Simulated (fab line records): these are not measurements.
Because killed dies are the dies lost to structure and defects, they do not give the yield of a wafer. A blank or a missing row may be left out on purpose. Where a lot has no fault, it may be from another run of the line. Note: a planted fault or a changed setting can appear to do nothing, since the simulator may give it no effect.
Which of the tools did it? ; flow n5-finfet ; Sampling: 8 lots, 24 wafers, 5 of 1938 route steps

== WHAT THE GAUGES READ, wafer by wafer ==
N5_STI_FIN_REVEAL_CD_MEAS_22: target cd 6.238 nm, pitch 28 nm.
lot;measured;on;cd-nm (nm)
L375;day 2 14:17;cd-sem-01;6.14 6.31 6.48
L376;day 2 21:17;cd-sem-03;6.86 6.49 6.41
L382;day 4 08:15;cd-sem-03;7.74 7.01 7.66
L383;day 4 14:16;cd-sem-01;7.19 7.17 7.11
L385;day 5 03:47;cd-sem-02;6.55 5.86 6.62
L392;day 6 20:25;cd-sem-03;6.07 5.97 6.70
L396;day 7 19:07;cd-sem-01;6.75 6.18 5.86
L398;day 8 05:53;cd-sem-03;6.23 5.74 6.09

== WHICH TOOL RAN EACH LOT (tool, then ch and the chambers of the sampled wafers, then the start) ==
lot;N5_FIN_CUT_CUT_ETCH_28;N5_FIN_CUT_STRIP_22;N5_STI_FIN_REVEAL_ALD_14;N5_STI_FIN_REVEAL_OXIDATION_33
L375;rie-si-06 ch 1,3, day 2 05:18;rie-diel-04 ch 1,2, day 2 05:22;ald-sin-02 ch 0,3, day 2 05:37;plasma-asher-02 ch 0, day 2 14:07
L376;rie-si-02 ch 1,2,3, day 2 11:40;rie-diel-04 ch 0,2,3, day 2 11:43;ald-sin-03 ch 1,2,3, day 2 12:45;plasma-asher-02 ch 0,1, day 2 21:08
L382;rie-si-03 ch 0,1,3, day 3 22:08;rie-diel-05 ch 1,2, day 3 22:12;ald-sin-04 ch 1,2, day 3 22:27;plasma-asher-02 ch 0,1, day 4 08:02
L383;rie-si-02 ch 2,3, day 4 04:59;rie-diel-03 ch 1,2,3, day 4 05:02;ald-sin-04 ch 2,3, day 4 05:20;plasma-asher-02 ch 0,1, day 4 14:06
L385;rie-si-02 ch 0,1,3, day 4 18:55;rie-diel-03 ch 0,1,3, day 4 18:59;ald-sin-02 ch 0,2,3, day 4 19:14;plasma-asher-02 ch 0,1, day 5 03:37
L392;rie-si-02 ch 1,3, day 6 09:45;rie-diel-03 ch 0,1,3, day 6 09:49;ald-sin-04 ch 0,1,2, day 6 11:55;plasma-asher-02 ch 0,1, day 6 20:16
L396;rie-si-06 ch 1,2,3, day 7 09:53;rie-diel-03 ch 0,2,3, day 7 09:59;ald-sin-02 ch 0,1,3, day 7 10:14;plasma-asher-02 ch 0,1, day 7 18:57
L398;rie-si-06 ch 1,3, day 7 20:53;rie-diel-04 ch 2,3, day 7 20:57;ald-sin-03 ch 0,1,2, day 7 21:13;plasma-asher-02 ch 0,1, day 8 05:44
- N5_FIN_CUT_CUT_ETCH_28: etches Si in HBr/Cl2/O2, target depth 6 nm, time 2.4 s.
- N5_FIN_CUT_STRIP_22: strips in N2/H2.
- N5_STI_FIN_REVEAL_ALD_14: deposits Si3N4, target thk 3 nm.
- N5_STI_FIN_REVEAL_OXIDATION_33: chemistry O2 PLASMA REMOTE, time 20 s.

== THE ANSWER, worked out from the rows above alone ==
Rule: the lots themselves supply what counts as usual. Put in order of their means at a reading, lots are off if they are a third of the lots or fewer, leave a main group of 4 or more, and stand apart from it by a gap of 3 or more times the standard deviation of the main group's means; of several such gaps the widest counts. A main group is skipped when, at the precision printed for the reading in the tables above, its means are all equal. Also off: a lot with no number at a reading for which 4 or more lots have one. Any other lot the step has rows for is counted as sound.
Off, at N5_STI_FIN_REVEAL_CD_MEAS_22 on cd-nm: L382, L383. The main group: mean 6.29 nm, standard deviation 0.17.
A tool fits if, at a process step before that reading, it ran every lot that is off, and no sound lot after the first of them. Gauges at N5_STI_FIN_REVEAL_CD_MEAS_22: tried the same way as those tools. No candidate that was tried fits.

== WHAT HAD BEEN PUT IN BY THE SIMULATOR ==
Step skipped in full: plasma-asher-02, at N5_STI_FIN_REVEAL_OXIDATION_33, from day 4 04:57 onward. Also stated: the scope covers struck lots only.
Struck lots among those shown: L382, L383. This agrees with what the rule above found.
